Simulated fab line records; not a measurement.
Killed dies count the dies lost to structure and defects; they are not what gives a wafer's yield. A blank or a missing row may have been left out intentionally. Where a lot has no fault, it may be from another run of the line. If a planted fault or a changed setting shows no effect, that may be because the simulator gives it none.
Chamber matching | flow nandHarc | 4 sister chambers for NHARC_A_WL_FILL_ETCHBACK_26 on rieSi-05
The step etches the open film in HBr, target depth 52 nm, time 13.3 s. 16 wafers are shown with their chamber, then 8 later ones without.

== WAFERS, EACH WITH ITS CHAMBER ==
wafer  | chamber | throttleValvePct (%) | biasW (W) | oesProductAu (a.u.)
L077.2 | 3       | 23.255               | 59.89     | 1.003
L077.3 | 2       | 23.270               | 59.87     | 0.996
L077.6 | 0       | 23.264               | 59.79     | 0.985
L079.1 | 2       | 23.268               | 59.86     | 0.993
L079.2 | 0       | 23.273               | 59.70     | 0.996
L079.4 | 1       | 23.260               | 59.89     | 1.006
L080.3 | 1       | 23.268               | 59.78     | 1.006
L080.5 | 3       | 23.241               | 60.04     | 0.997
L080.6 | 2       | 23.262               | 60.13     | 1.000
L082.1 | 2       | 23.266               | 60.20     | 1.008
L082.2 | 1       | 23.264               | 59.83     | 1.005
L082.5 | 2       | 23.249               | 59.91     | 1.000
L086.2 | 1       | 23.276               | 60.00     | 1.004
L086.4 | 2       | 23.267               | 60.07     | 1.008
L086.6 | 3       | 23.252               | 60.18     | 1.006
L088.1 | 1       | 23.280               | 59.97     | 0.997

SIGNATURES (means of the wafers above)
reading          | chamber 0 | chamber 1 | chamber 2 | chamber 3 | scatter within a chamber
throttleValvePct | 23.26850  | 23.26960  | 23.26367  | 23.24933  | 0.00773
biasW            | 59.7450   | 59.8940   | 60.0067   | 60.0367   | 0.125
oesProductAu     | 0.99050   | 1.00360   | 1.00083   | 1.00200   | 0.00539
Rule: for each reading, subtract the chamber's mean from the wafer's reading, divide by that reading's scatter and square the result; add these up over the readings and take the root, which gives the wafer's distance from the chamber. The wafer belongs to the nearest chamber; if the next one is less than 2 further off, it can't be placed. How the scatter is found: for the shown wafers, subtract from each reading the mean of its chamber, square and add these, divide the total by (wafers less chambers), then take the root.

== WAFERS MISSING THEIR CHAMBER ==
wafer  | throttleValvePct (%) | biasW (W) | oesProductAu (a.u.)
L088.4 | 23.267               | 59.99     | 1.005
L088.6 | 23.263               | 60.10     | 0.992
L094.2 | 23.267               | 60.24     | 0.995
L094.3 | 23.264               | 59.86     | 0.991
L094.5 | 23.268               | 60.07     | 0.987
L096.2 | 23.267               | 59.99     | 1.001
L096.5 | 23.254               | 60.17     | 1.019
L096.6 | 23.275               | 60.29     | 0.999

== THE CHAMBER EACH PASSED THROUGH ==
wafer  | from the rows above               | in truth
L088.4 | can't be placed: 1 or 2 or 3      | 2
L088.6 | can't be placed: 2 or 3 or 1 or 0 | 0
L094.2 | can't be placed: 2 or 3 or 1 or 0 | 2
L094.3 | can't be placed: 0 or 2 or 1      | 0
L094.5 | can't be placed: 2 or 0 or 1 or 3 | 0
L096.2 | can't be placed: 2 or 1 or 3      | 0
L096.5 | can't be placed: 3 or 2 or 1      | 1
L096.6 | can't be placed: 2 or 1 or 3 or 0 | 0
0 of 8 placed correctly. These rows do not allow placing 8 (true chamber among the candidates in 7). 0 placed wrongly.
